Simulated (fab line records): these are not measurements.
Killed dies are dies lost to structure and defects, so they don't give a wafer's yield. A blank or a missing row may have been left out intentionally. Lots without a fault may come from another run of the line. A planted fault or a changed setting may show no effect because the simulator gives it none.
What tool caused it? + flow n5Finfet + 9 lots, 27 wafers sampled, at 6 steps of a route of 1938

== WHAT THE GAUGES READ, wafer by wafer ==
N5_BEOL_M4_RC_MEAS_101. Usual: DIBL_N 36.3 mV/V, standard deviation 1.2; DIBL_P 36.3 mV/V, standard deviation 1.4; IOFF_N 0.160 nA/um, standard deviation 0.02; IOFF_P 0.210 nA/um, standard deviation 0.025; ION_N 675 uA/um, standard deviation 9.5; ION_P 462 uA/um, standard deviation 7; SS_N 71.5 mV/dec, standard deviation 0.53; SS_P 73.4 mV/dec, standard deviation 0.55; VT_N 249.5 mV, standard deviation 2.6; VT_P -250.1 mV, standard deviation 2.9.
| lot  | measured     | on        | DIBL_N (mV/V)  | DIBL_P (mV/V)  | IOFF_N (nA/um)    | IOFF_P (nA/um)    | ION_N (uA/um) | ION_P (uA/um) | SS_N (mV/dec)  | SS_P (mV/dec)  | VT_N (mV)         | VT_P (mV)            | flag |
|------|--------------|-----------|----------------|----------------|-------------------|-------------------|---------------|---------------|----------------|----------------|-------------------|----------------------|------|
| L792 | day 9 18:59  | prober-01 | 35.4 35.3 35.5 | 37.2 36.7 36.8 | 0.147 0.145 0.142 | 0.184 0.182 0.176 | 676 670 670   | 449 456 454   | 71.5 71.5 72.1 | 72.9 73.2 73.9 | 252.4 252.5 255.6 | -253.0 -253.3 -251.6 |      |
| L796 | day 10 04:59 | prober-02 | 35.0 36.5 34.5 | 36.0 37.3 36.1 | 0.131 0.165 0.131 | 0.170 0.196 0.177 | 653 668 650   | 447 458 446   | 71.3 72.1 71.4 | 72.8 74.0 74.1 | 253.0 248.6 252.1 | -252.7 -252.3 -253.2 |      |
| L795 | day 10 05:20 | prober-01 | 37.9 37.2 36.4 | 36.3 37.1 35.5 | 0.179 0.172 0.152 | 0.211 0.231 0.203 | 692 684 677   | 467 469 462   | 71.9 71.8 72.2 | 73.8 73.4 73.8 | 249.8 250.0 251.3 | -250.3 -247.6 -250.0 |      |
| L800 | day 12 18:58 | prober-02 | 35.2 35.2 36.1 | 34.7 36.1 36.3 | 0.131 0.147 0.147 | 0.185 0.210 0.188 | 658 684 664   | 450 468 453   | 71.7 70.9 71.8 | 73.8 73.9 73.7 | 254.0 251.6 252.1 | -251.0 -248.5 -253.5 |      |
| L805 | day 14 17:20 | prober-01 | 37.6 37.5 35.9 | 37.1 38.0 35.6 | 0.161 0.166 0.140 | 0.217 0.232 0.205 | 668 672 672   | 463 459 463   | 72.0 72.5 71.4 | 73.6 74.2 73.5 | 248.7 250.3 249.4 | -250.7 -246.4 -251.9 |      |
| L809 | day 14 22:32 | prober-01 | 35.8 35.5 34.8 | 36.4 34.8 34.7 | 0.172 0.154 0.147 | 0.200 0.179 0.184 | 682 676 677   | 461 458 464   | 70.8 71.4 70.5 | 73.0 73.1 72.1 | 246.2 247.9 250.8 | -253.4 -254.3 -251.8 |      |
| L807 | day 15 02:28 | prober-02 | 36.9 39.5 38.2 | 37.5 40.0 38.9 | 0.162 0.206 0.186 | 0.215 0.265 0.236 | 668 685 674   | 463 464 457   | 71.9 71.7 71.6 | 73.5 74.6 74.7 | 250.5 248.3 249.9 | -248.9 -246.1 -248.1 |      |
| L812 | day 15 20:00 | prober-01 | 33.8 35.6 36.2 | 35.9 36.3 37.2 | 0.157 0.190 0.183 | 0.187 0.194 0.204 | 675 668 668   | 459 452 452   | 70.8 71.2 71.7 | 73.3 73.7 74.0 | 248.4 248.9 250.5 | -252.7 -254.3 -252.4 |      |
| L811 | day 16 03:17 | prober-02 | 35.3 34.8 34.6 | 36.4 34.8 35.8 | 0.154 0.143 0.151 | 0.208 0.183 0.206 | 679 683 691   | 472 466 466   | 71.6 70.8 71.3 | 72.7 72.7 72.1 | 247.8 248.7 250.1 | -249.9 -250.5 -247.9 |      |

N5_BEOL_M10_THK_MEAS_01. Usual: M10_ILD_THK gives 267 nm (standard deviation 3).
| lot  | measured     | on           | M10_ILD_THK (nm) | flag |
|------|--------------|--------------|------------------|------|
| L792 | day 12 06:16 | filmMetro-01 | 274 273 271      |      |
| L796 | day 12 16:28 | filmMetro-02 | 265 270 273      |      |
| L795 | day 13 01:31 | filmMetro-02 | 265 271 271      |      |
| L800 | day 14 19:32 | filmMetro-01 | 268 262 267      |      |
| L809 | day 17 01:23 | filmMetro-01 | 263 267 270      |      |
| L812 | day 17 21:31 | filmMetro-01 | 264 267 269      |      |
| L811 | day 18 09:12 | filmMetro-01 | 264 270 269      |      |

== WHAT TOOL EACH LOT RAN ON (gives the tool, then ch and the chambers of the sampled wafers, and finally the start) ==
| lot  | N5_BEOL_M9_ALD_74                  | N5_BEOL_M9_SURFACE_TREAT_79 | N5_BEOL_M9_SPUTTER_48       | N5_BEOL_M9_CMP_52             |
|------|------------------------------------|-----------------------------|-----------------------------|-------------------------------|
| L792 | aldMetal-01 ch 0,2,3, day 12 03:59 | pvdSputter-02, day 12 04:19 | pvdSputter-02, day 12 04:32 | cmp-03 ch 0,1,2, day 12 05:17 |
| L796 | aldMetal-03 ch 2,3, day 12 14:13   | pvdSputter-01, day 12 14:31 | pvdSputter-01, day 12 14:46 | cmp-03 ch 0,3, day 12 15:21   |
| L795 | aldMetal-03 ch 0,2, day 12 23:11   | pvdSputter-02, day 12 23:28 | pvdSputter-01, day 12 23:50 | cmp-04 ch 0,3, day 13 00:22   |
| L800 | aldMetal-01 ch 1,2, day 14 16:28   | pvdSputter-01, day 14 16:48 | pvdSputter-02, day 14 17:08 | cmp-04 ch 0,1,2, day 14 18:32 |
| L805 | aldMetal-02 ch 0,1, day 16 21:07   | pvdSputter-02, day 16 21:29 | pvdSputter-01, day 16 21:59 | cmp-03 ch 0,1, day 16 23:13   |
| L809 | aldMetal-01 ch 1,2,3, day 16 22:11 | pvdSputter-01, day 16 22:42 | pvdSputter-02, day 16 23:11 | cmp-04 ch 0,2,3, day 17 00:13 |
| L807 | aldMetal-03 ch 0,2,3, day 17 08:32 | pvdSputter-01, day 17 09:58 | pvdSputter-02, day 17 10:20 | cmp-03 ch 0,2, day 17 10:54   |
| L812 | aldMetal-01 ch 1,3, day 17 19:11   | pvdSputter-02, day 17 19:30 | pvdSputter-01, day 17 19:47 | cmp-03 ch 0,2, day 17 20:26   |
| L811 | aldMetal-01 ch 1,2,3, day 18 06:20 | pvdSputter-02, day 18 06:42 | pvdSputter-01, day 18 07:22 | cmp-04 ch 0,2, day 18 08:01   |
- N5_BEOL_M9_ALD_74: deposits TaN, target thk 2 nm, pulse time 2 s, purge time 3 s.
- N5_BEOL_M9_SURFACE_TREAT_79
- N5_BEOL_M9_SPUTTER_48: material Cu, target thk 12 nm, time 2 s.
- N5_BEOL_M9_CMP_52: polishes, stops on SiCOH lowk, t overpolish 7 s, target thk 140 nm.

== AS READ BY THE TOOLS THEMSELVES (means over the sampled wafers that have a number; for cases with no such wafer, the mark the record gives instead) ==
N5_BEOL_M9_ALD_74. Usual: heaterPowerW 432 W, standard deviation 17.
| lot  | tool        | heaterPowerW (W) | flag |
|------|-------------|------------------|------|
| L792 | aldMetal-01 | 430              |      |
| L796 | aldMetal-03 | 444              |      |
| L795 | aldMetal-03 | 451              |      |
| L800 | aldMetal-01 | 437              |      |
| L805 | aldMetal-02 | 417              |      |
| L809 | aldMetal-01 | 434              |      |
| L807 | aldMetal-03 | 415              |      |
| L812 | aldMetal-01 | 432              |      |
| L811 | aldMetal-01 | 431              |      |

N5_BEOL_M9_SPUTTER_48. Usual: biasV 60.0 V, standard deviation 0.62; cathodeDcPowerW 26000 W, standard deviation 4.7; chuckSensorTempC -16.3 C, standard deviation 0.55; throttleValvePct 30.3 %, standard deviation 1.5.
| lot  | tool          | biasV (V) | cathodeDcPowerW (W) | chuckSensorTempC (C) | throttleValvePct (%) | flag |
|------|---------------|-----------|---------------------|----------------------|----------------------|------|
| L792 | pvdSputter-02 | 60.0      | 26001               | -16.2                | 30.4                 |      |
| L796 | pvdSputter-01 | 59.0      | 26000               | -16.6                | 31.8                 |      |
| L795 | pvdSputter-01 | 59.8      | 25998               | -15.7                | 28.8                 |      |
| L800 | pvdSputter-02 | 59.6      | 25997               | -17.0                | 29.3                 |      |
| L805 | pvdSputter-01 | -         | -                   | -                    | -                    | OFF  |
| L809 | pvdSputter-02 | 59.5      | 25997               | -16.3                | 30.6                 |      |
| L807 | pvdSputter-02 | -         | -                   | -                    | -                    | OFF  |
| L812 | pvdSputter-01 | 60.1      | 25999               | -16.4                | 30.9                 |      |
| L811 | pvdSputter-01 | 60.0      | 26000               | -16.3                | 30.5                 |      |

N5_BEOL_M9_CMP_52. Usual: motorCurrentA 6.0 A, standard deviation 0.49; timeToEndpointS 65.1 s, standard deviation 2.4.
| lot  | tool   | motorCurrentA (A) | timeToEndpointS (s) | flag |
|------|--------|-------------------|---------------------|------|
| L792 | cmp-03 | 6.0               | 68.8                |      |
| L796 | cmp-03 | 6.4               | 63.2                |      |
| L795 | cmp-04 | 6.4               | 63.5                |      |
| L800 | cmp-04 | 6.0               | 64.7                |      |
| L805 | cmp-03 | 6.4               | 0.1                 | OFF  |
| L809 | cmp-04 | 6.3               | 65.8                |      |
| L807 | cmp-03 | 6.4               | 0.0                 | OFF  |
| L812 | cmp-03 | 6.2               | 63.2                |      |
| L811 | cmp-04 | 6.3               | 66.5                |      |

== THE ANSWER, worked out from the rows above alone ==
Rule: take the mean of a lot's wafers that have a number; if it is more than 3 standard deviations from the usual mean, the lot is off. Also off: a lot with no number at a reading for which 4 or more lots have one. All remaining lots with rows at the step are treated as sound. The gauges are gone through in route order, then the tools' own readings, and for those a lot's mean is taken as printed above. At the first step where some lot is off, the reading lying furthest off is the one used; lots without a number count as furthest.
Off, at N5_BEOL_M9_SPUTTER_48 on biasV: L805, L807. Without a number there: L805, L807.
A tool fits if, at that step or a process step before it, it ran every lot that is off, and no sound lot after the first of them. Not one of the candidates tried fits.

== WHAT THE SIMULATOR PUT IN ==
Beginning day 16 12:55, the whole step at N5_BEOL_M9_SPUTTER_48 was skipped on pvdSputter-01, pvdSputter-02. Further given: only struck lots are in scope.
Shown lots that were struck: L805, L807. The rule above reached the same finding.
